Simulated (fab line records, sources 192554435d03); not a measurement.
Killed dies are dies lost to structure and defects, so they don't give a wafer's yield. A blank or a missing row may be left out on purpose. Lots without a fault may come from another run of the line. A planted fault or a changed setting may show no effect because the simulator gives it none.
Which tool did it? | flow n5_finfet | 10 lots, 30 wafers sampled, at 3 steps of a route of 1938

WHAT THE GAUGES READ, wafer by wafer
N5_BEOL_M7_CD_MEAS_28: target cd 40 nm.
lot  | measured     | on        | cd_nm (nm)
L417 | day 8 15:08  | cd_sem-02 | 40.19 40.57 39.90
L420 | day 9 14:46  | cd_sem-02 | 40.23 40.10 40.09
L421 | day 9 18:07  | cd_sem-01 | 40.01 40.25 40.04
L423 | day 10 12:08 | cd_sem-02 | 38.20 39.72 39.75
L426 | day 10 20:06 | cd_sem-01 | 39.98 39.78 40.19
L432 | day 12 09:56 | cd_sem-01 | 40.29 40.08 40.41
L433 | day 12 15:28 | cd_sem-02 | 39.97 39.94 40.59
L438 | day 13 23:26 | cd_sem-01 | 39.86 39.92 39.86
L439 | day 14 04:43 | cd_sem-02 | 40.16 39.73 39.96
L440 | day 14 22:40 | cd_sem-03 | 40.30 39.89 40.08

WHICH TOOL RAN EACH LOT (tool, then ch and the chambers of the sampled wafers, then the start)
lot  | N5_BEOL_M7_HM_DEP_02         | N5_BEOL_M7_EXPOSE_25
L417 | pvd_sputter-01, day 8 13:22  | euv_scanner-02 ch 0, day 8 15:01
L420 | pvd_sputter-03, day 9 13:17  | euv_scanner-01 ch 0, day 9 14:38
L421 | pvd_sputter-01, day 9 16:22  | euv_scanner-01 ch 0, day 9 17:59
L423 | pvd_sputter-02, day 10 09:48 | euv_scanner-01 ch 0, day 10 12:00
L426 | pvd_sputter-02, day 10 17:35 | euv_scanner-02 ch 0, day 10 19:58
L432 | pvd_sputter-02, day 12 07:21 | euv_scanner-02 ch 0, day 12 09:49
L433 | pvd_sputter-01, day 12 13:48 | euv_scanner-02 ch 0, day 12 15:20
L438 | pvd_sputter-02, day 13 21:09 | euv_scanner-02 ch 0, day 13 23:19
L439 | pvd_sputter-03, day 14 03:19 | euv_scanner-02 ch 0, day 14 04:35
L440 | pvd_sputter-02, day 14 19:43 | euv_scanner-02 ch 0, day 14 22:32
- N5_BEOL_M7_HM_DEP_02: deposits TiN, target thk 20 nm.
- N5_BEOL_M7_EXPOSE_25: exposes mask V6, target cd 40 nm.

THE ANSWER, worked out from the rows above alone
Rule: what is usual is taken from the lots themselves. Put in order of their means at a reading, lots are off if they are a third of the lots or fewer, leave a main group of 4 or more, and stand apart from it by a gap of 3 or more times the standard deviation of the main group's means; of several such gaps the widest counts. A main group whose means are all the same, to the digits that the tables above print for the reading, isn't used. A lot without any number at a reading at which 4 lots or more have one is off too. The other lots that the step has rows for count as sound.
Off: L423, at N5_BEOL_M7_CD_MEAS_28 (cd_nm). The main group: mean 40.09 nm, standard deviation 0.12.
A tool fits if, at a process step before that reading, it ran every lot that is off, and no sound lot after the first of them. The gauges at N5_BEOL_M7_CD_MEAS_28 are tried like those tools. One fits: euv_scanner-01 at N5_BEOL_M7_EXPOSE_25. Its last sound lot is L421 (day 9 17:59), its first lot that is off L423 (day 10 12:00): a fault that began between those two fits.

WHAT THE SIMULATOR HAD PUT IN
Process parameter drift: euv_scanner-01, from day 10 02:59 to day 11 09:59, at N5_BEOL_M7_EXPOSE_25. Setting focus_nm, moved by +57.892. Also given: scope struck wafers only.
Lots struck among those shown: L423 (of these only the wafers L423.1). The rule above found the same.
